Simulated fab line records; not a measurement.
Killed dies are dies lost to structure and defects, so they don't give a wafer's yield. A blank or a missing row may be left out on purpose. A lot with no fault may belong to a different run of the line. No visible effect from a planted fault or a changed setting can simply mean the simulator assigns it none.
Comparing a struck lot with a sound one    flow n5 finfet    37 out of 1938 route steps
Sound: these wafers, L735.2, L735.4, L735.6. Struck: wafer L739.5 (left out: L739.3, a lot-mate that was not struck); the cause follows at the end.
At each step with rows: each side's tool, then ch and its chambers, then its first start. Under that, the readings that differ: sound wafers    struck wafers    difference of the means    sigmas: that difference in standard deviations of wafers without a fault.
alike: a reading whose means differ by less than 2 such deviations, as well as words and numbers matching on both sides. not compared: withheld readings; readings where some wafer has no value; bounds like >300 that might hide an equal value; numbers whose values overlap and for which the record gives no deviation.
The two part at a step that has a row with sigmas, a row that says differs or no value, or rows on one side only. Numbers that don't overlap but have no deviation are shown without sigmas and don't part them. A reading missing from all wafers of one side parts the sides only when that side holds two or more wafers.

first, 8 steps without rows for these wafers: N5_BEOL_M6_SPUTTER_48 (material Cu, target thk 10 nm, time 1.667 s); N5_BEOL_M6_ECD_50 (material Cu, target thk 300 nm); N5_BEOL_M6_ANNEAL_51 (time 90 s); N5_BEOL_M6_CMP_52 (polishes, stops on SiCOH lowk, t overpolish 6.9 s, target thk 80 nm); N5_BEOL_M6_PRE_CLEAN_55 (time 15 s); N5_BEOL_M6_DEP_56 (deposits SiCN from 3MS/NH3, target thk 10 nm, time 17.5 s); N5_BEOL_M7_ILD_DEP_00 (deposits SiCOH lowk from DEMS/porogen, target thk 179.75 nm, time 33.4 s); N5_BEOL_M7_CURE_74 (cures SiCOH lowk, time 240 s).
N5_BEOL_M7_PECVD_70: deposits SiO2 from TEOS/O2, target thk 20 nm, time 22.7 s.
  sound on pecvd-03 ch 0,1, day 11 13:08; struck on pecvd-03 ch 2, day 12 06:04
reading                                     sound           struck  difference  sigmas
model.SiO2_of_BEOL_M7_PECVD_70.thk nm (nm)  19.6 20.2 19.8  14.2    -5.7        
  alike: heater power outer w, heater power w, showerhead plenum p Torr, throttle valve pct
then, 25 steps without rows for these wafers: N5_BEOL_M7_HM_DEP_02 (deposits TiN, target thk 20 nm); N5_BEOL_M7_COAT_59 (time 60 s, resist thk 100 nm); N5_BEOL_M7_COAT_60 (time 60 s, resist thk 35 nm); N5_BEOL_M7_COAT_05 (resist thk 90 nm); N5_BEOL_M7_EBR_07; N5_BEOL_M7_SOFTBAKE_06 (time 60 s); N5_BEOL_M7_EXPOSE_08 (exposes mask M7); N5_BEOL_M7_PEB_09 (peb time 60 s); N5_BEOL_M7_DEVELOP_10 (develop time 30 s); N5_BEOL_M7_DESCUM_16 (chemistry O2, time 7.9 s); N5_BEOL_M7_ETCH_61 (etches SiARC in CF4, target depth 45.5 nm, time 75.8 s); N5_BEOL_M7_ETCH_62 (etches SOC in N2/H2, target depth 110 nm, overetch 22 nm, time 165 s); N5_BEOL_M7_STRIP_68 (strips in N2/H2); N5_BEOL_M7_STRIP_67 (strips in CF4); N5_BEOL_M7_HM_OPEN_17 (chemistry Cl2/BCl3, target TiN, target depth 20 nm, overetch 6 nm); N5_BEOL_M7_STRIP_19 (strips in O2); N5_BEOL_M7_COAT_63 (time 60 s, resist thk 60 nm); N5_BEOL_M7_COAT_64 (time 60 s, resist thk 12 nm); N5_BEOL_M7_COAT_71 (time 60 s, resist thk 5 nm); N5_BEOL_M7_COAT_22 (resist thk 30 nm); N5_BEOL_M7_EBR_24; N5_BEOL_M7_SOFTBAKE_23 (time 60 s); N5_BEOL_M7_EXPOSE_25 (exposes mask V6, target cd 40 nm); N5_BEOL_M7_PEB_26 (peb time 60 s); N5_BEOL_M7_DEVELOP_27 (develop time 30 s).
N5_BEOL_M7_HM_STRIP_39: strips TiN in peroxide tin strip, target depth 25 nm, time 158 s.
  sound on wet bench-05 ch 0,4,7, day 11 15:32; struck on wet bench-02 ch 7, day 12 11:02
reading                                     sound           struck  difference  sigmas
model.SiO2_of_BEOL_M7_PECVD_70.thk nm (nm)  19.4 20.2 19.8  14      -6          
  alike: bath heat duty pct
N5_BEOL_M7_CMP_52: polishes, stops on SiCOH lowk, t overpolish 6.9 s, target thk 80 nm.
  sound on cmp-01 ch 1,2, day 11 18:54; struck on cmp-03 ch 2, day 12 13:28
reading                       sound           struck  difference  sigmas
barrier field endpoint s (s)  28.1 29.7 28.9  21.8    -7.1        -9
motor current A (A)           6.7 7.0 6.7     5.6     -1.2        -2
  not compared: pad life wafers
N5_PASSIVATION_PROBE_49:
  the record has rows for the sound wafers here (prober-01, day 14 23:59) and none for the struck ones

## WHERE THEY PART
Earliest at N5_BEOL_M7_CMP_52; latest, in this record, at N5_PASSIVATION_PROBE_49.

WHY: what the simulator had put in
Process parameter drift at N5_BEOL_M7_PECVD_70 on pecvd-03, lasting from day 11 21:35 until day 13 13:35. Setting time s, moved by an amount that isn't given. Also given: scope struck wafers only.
